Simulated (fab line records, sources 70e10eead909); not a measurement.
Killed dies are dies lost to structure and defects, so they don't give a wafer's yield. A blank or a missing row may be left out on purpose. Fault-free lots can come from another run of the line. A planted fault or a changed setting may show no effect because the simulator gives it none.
Comparing a struck lot with a sound one -- flow nand harc -- 13 out of 1159 route steps
Sound: the wafers L656.2, L656.3, L656.4. Wafers struck: L646.2, L646.4, L646.5. At the end, the cause is stated.
Per side, at each step with rows, come the tool, then ch with its chambers, and then its first start. Under that, the readings that differ: sound wafers -- struck wafers -- difference of the means -- sigmas: that difference in standard deviations of wafers without a fault.
alike: readings whose means differ by less than 2 such deviations, and words and numbers that are the same on both sides. not compared: withheld readings, readings that some wafer has no value for, bounds like >300 that may hide the same value, and numbers for which the record gives no deviation and whose values overlap.
Wherever a step has rows on one side only, a row that says differs or no value, or a row with sigmas, the two part there. When numbers do not overlap yet have no deviation, they are printed without sigmas and do not part them. A reading that every wafer of one side lacks parts them only if that side has two wafers or more.

NHARC_A_WL_FILL_INSPECT_15:
  sound on defect inspect-02 at day 21 00:48; struck on defect inspect-02 at day 18 16:32
  alike: raw defect count
NHARC_A_CONTACT_DEP_24: deposits SiO2, target thk 500 nm.
  sound on pecvd-02 ch 0,2, day 21 01:02; struck on pecvd-02 ch 1,2, day 18 16:36
  alike: chamber pressure Torr, heater power w, throttle valve pct
NHARC_A_CONTACT_DEP_28: deposits aC, target thk 3600 nm.
  sound on acl dep-02 ch 0, day 21 03:44; struck on acl dep-03 ch 0, day 18 17:34
  alike: throttle valve pct
NHARC_A_CONTACT_DEP_29: deposits SiON, target thk 70 nm.
  sound on pecvd-02 ch 1,2, day 21 05:35; struck on pecvd-02 ch 0,1, day 18 19:28
  alike: chamber pressure Torr, heater power w
then, 7 steps without rows for these wafers: NHARC_A_CONTACT_DEHYDRATE_32 (time 120 s); NHARC_A_CONTACT_HMDS_33 (time 30 s); NHARC_A_CONTACT_COAT_34 (time 75 s); NHARC_A_CONTACT_COAT_35 (time 65 s); NHARC_A_CONTACT_COAT_36 (resist thk 90 nm); NHARC_A_CONTACT_SOFTBAKE_37 (time 55 s); NHARC_A_CONTACT_EBR_38.
NHARC_A_CONTACT_EXPOSE_39: exposes mask A CC 3.
  sound on arfi scanner-01 ch 0, day 21 06:11; struck on arfi scanner-02, day 18 19:53
  no value came back on the struck wafers for exposure dose mJ cm2, focus offset nm (nm), na; on the sound wafers exposure dose mJ cm2 reads 58.67 58.65 58.78
  alike: mask
then, 1 step without rows for these wafers: NHARC_A_CONTACT_PEB_40 (peb time 65 s).

## WHERE THEY PART
Within this record, at NHARC_A_CONTACT_EXPOSE_39 only.

WHY: what the simulator had put in
Beginning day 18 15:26, the whole step at NHARC_A_CONTACT_EXPOSE_39 was skipped on arfi scanner-02. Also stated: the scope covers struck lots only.
